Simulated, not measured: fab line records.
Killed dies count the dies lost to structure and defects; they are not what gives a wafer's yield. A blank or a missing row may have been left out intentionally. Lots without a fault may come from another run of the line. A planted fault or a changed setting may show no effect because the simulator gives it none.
Which tool did it? ; flow n5-finfet ; 72 wafers from 24 lots sampled at 2 of the route's 1938 steps

## WHAT EACH GAUGE READ, for each wafer
N5_BEOL_M2_OVL_MEAS_29.
lot;measured;on;V1_OVL (nm)
L074;day 6 12:18;overlay-01;-0.9 -0.7 -1.1
L075;day 6 18:50;overlay-01;0.4 0.4 -0.6
L076;day 7 02:10;overlay-02;-0.4 -1.0 -1.0
L077;day 7 02:41;overlay-01;-0.6 -1.1 -0.6
L078;day 7 08:16;overlay-02;-0.7 0.3 -0.6
L079;day 7 15:17;overlay-01;-1.2 -1.0 -1.1
L080;day 7 20:59;overlay-02;-0.7 -1.1 -1.9
L081;day 8 08:40;overlay-02;0.2 0.3 0.5
L082;day 8 13:16;overlay-01;-0.4 -1.5 0.1
L083;day 9 14:04;overlay-02;-1.7 -0.4 -1.5
L084;day 9 17:52;overlay-01;-0.3 0.2 0.2
L085;day 9 20:18;overlay-02;0.2 -0.5 0.7
L086;day 9 22:18;overlay-02;-1.2 0.2 -1.2
L088;day 10 00:13;overlay-02;0.3 -1.5 -1.3
L087;day 10 03:22;overlay-02;-0.8 -0.9 -1.3
L089;day 10 08:37;overlay-01;-0.8 -0.8 -0.3
L090;day 10 13:25;overlay-01;-0.4 0.2 -0.3
L091;day 10 15:08;overlay-01;0.2 -0.3 0.0
L092;day 10 23:24;overlay-01;-0.4 -0.8 -0.7
L093;day 11 11:44;overlay-01;0.8 1.2 0.5
L094;day 11 13:07;overlay-02;-1.6 0.1 -1.0
L095;day 12 09:26;overlay-02;0.0 0.1 0.8
L096;day 12 10:24;overlay-01;-0.6 -0.4 0.0
L097;day 12 11:43;overlay-01;-1.2 0.0 -1.3

## WHAT TOOL EACH LOT RAN ON (gives the tool, then ch and the chambers of the sampled wafers, and finally the start)
lot;N5_BEOL_M2_ETCH_64
L074;rie-diel-04 ch 0,1,3, day 6 11:30
L075;rie-diel-03 ch 0,2,3, day 6 17:58
L076;rie-diel-03 ch 1,2,3, day 7 01:20
L077;rie-diel-01 ch 0,1,2, day 7 01:51
L078;rie-diel-04 ch 2,3, day 7 07:34
L079;rie-diel-04 ch 0,1, day 7 14:35
L080;rie-diel-04 ch 2,3, day 7 20:09
L081;rie-diel-03 ch 0,2,3, day 8 07:50
L082;rie-diel-04 ch 1,2, day 8 12:22
L083;rie-diel-03 ch 0,2, day 9 13:13
L084;rie-diel-01 ch 0,1,3, day 9 17:04
L085;rie-diel-04 ch 0,1,3, day 9 19:20
L086;rie-diel-03 ch 0,1,2, day 9 21:27
L088;rie-diel-04 ch 0,1, day 9 23:26
L087;rie-diel-04 ch 0,1, day 10 02:31
L089;rie-diel-03 ch 1,2,3, day 10 07:54
L090;rie-diel-01 ch 0,1,2, day 10 12:31
L091;rie-diel-03 ch 1,2,3, day 10 14:17
L092;rie-diel-01 ch 0,2,3, day 10 22:34
L093;rie-diel-03 ch 0,2, day 11 10:49
L094;rie-diel-03 ch 2,3, day 11 12:05
L095;rie-diel-01 ch 0,3, day 12 08:33
L096;rie-diel-04 ch 0,1,3, day 12 09:40
L097;rie-diel-03 ch 0,3, day 12 10:51
- N5_BEOL_M2_ETCH_64: etches SOC in N2/H2, target depth 75 nm, overetch 22.5 nm, time 121.9 s.

## AS READ BY THE TOOLS THEMSELVES (means over the sampled wafers that have a number; for cases with no such wafer, the mark the record gives instead)
N5_BEOL_M2_ETCH_64.
lot;tool;bias-w (W);drypump-motor-current-A (A);oes-product-au (a.u.);rf-vpp-V (V);showerhead-plenum-p-Torr (Torr);throttle-valve-pct (%)
L074;rie-diel-04;150.1;6.0;0.59;525.3;2.59;17.84
L075;rie-diel-03;149.9;5.5;0.57;525.3;2.60;17.61
L076;rie-diel-03;150.3;5.5;0.57;525.0;2.57;17.68
L077;rie-diel-01;150.1;5.2;0.55;523.2;2.54;17.83
L078;rie-diel-04;149.9;6.0;0.55;525.8;2.58;17.68
L079;rie-diel-04;149.9;6.0;0.62;525.4;2.58;17.91
L080;rie-diel-04;150.4;6.1;0.54;525.0;2.54;17.66
L081;rie-diel-03;150.3;5.5;0.57;525.8;2.60;17.63
L082;rie-diel-04;150.0;6.1;0.57;523.7;2.53;17.70
L083;rie-diel-03;150.0;5.2;0.59;525.4;2.57;17.54
L084;rie-diel-01;150.2;5.7;0.57;525.7;2.61;17.67
L085;rie-diel-04;149.7;6.0;0.58;525.7;2.57;17.91
L086;rie-diel-03;149.9;5.3;0.58;524.4;2.57;17.56
L088;rie-diel-04;149.9;6.1;0.59;523.6;2.54;18.01
L087;rie-diel-04;149.6;6.1;0.59;524.1;2.54;18.00
L089;rie-diel-03;149.9;5.5;0.62;524.0;2.56;17.56
L090;rie-diel-01;149.9;5.2;0.53;524.4;2.52;17.88
L091;rie-diel-03;150.2;5.5;0.62;524.7;2.56;17.58
L092;rie-diel-01;150.5;5.6;0.57;523.6;2.54;17.75
L093;rie-diel-03;149.8;5.3;0.59;525.9;2.60;17.52
L094;rie-diel-03;150.1;5.7;0.65;524.5;2.57;17.53
L095;rie-diel-01;149.8;6.1;0.59;526.3;2.62;17.60
L096;rie-diel-04;150.4;6.0;0.57;524.7;2.57;17.94
L097;rie-diel-03;150.5;5.7;0.65;525.7;2.62;17.50

## THE ANSWER, worked out from the rows above alone
Rule: what is usual is taken from the lots themselves. The widest of any qualifying gaps counts: lots, ordered by their means at a reading, are off when they make up no more than a third of the lots, leave a main group of 4 or more, and stand apart from it by 3 or more times the standard deviation of that group's means. A main group is skipped when, at the precision printed for the reading in the tables above, its means are all equal. Also off: a lot with no number at a reading for which 4 or more lots have one. All remaining lots with rows at the step are treated as sound. Order of review: gauges by route order, followed by the tools' own readings, for which a lot's mean as printed above is used. The first step at which some lot is off is used, and at that step the reading that is off furthest; a lot without a number counts as furthest.
Nothing can be told from this: no lot is off at any reading shown.

## WHAT THE SIMULATOR PUT IN
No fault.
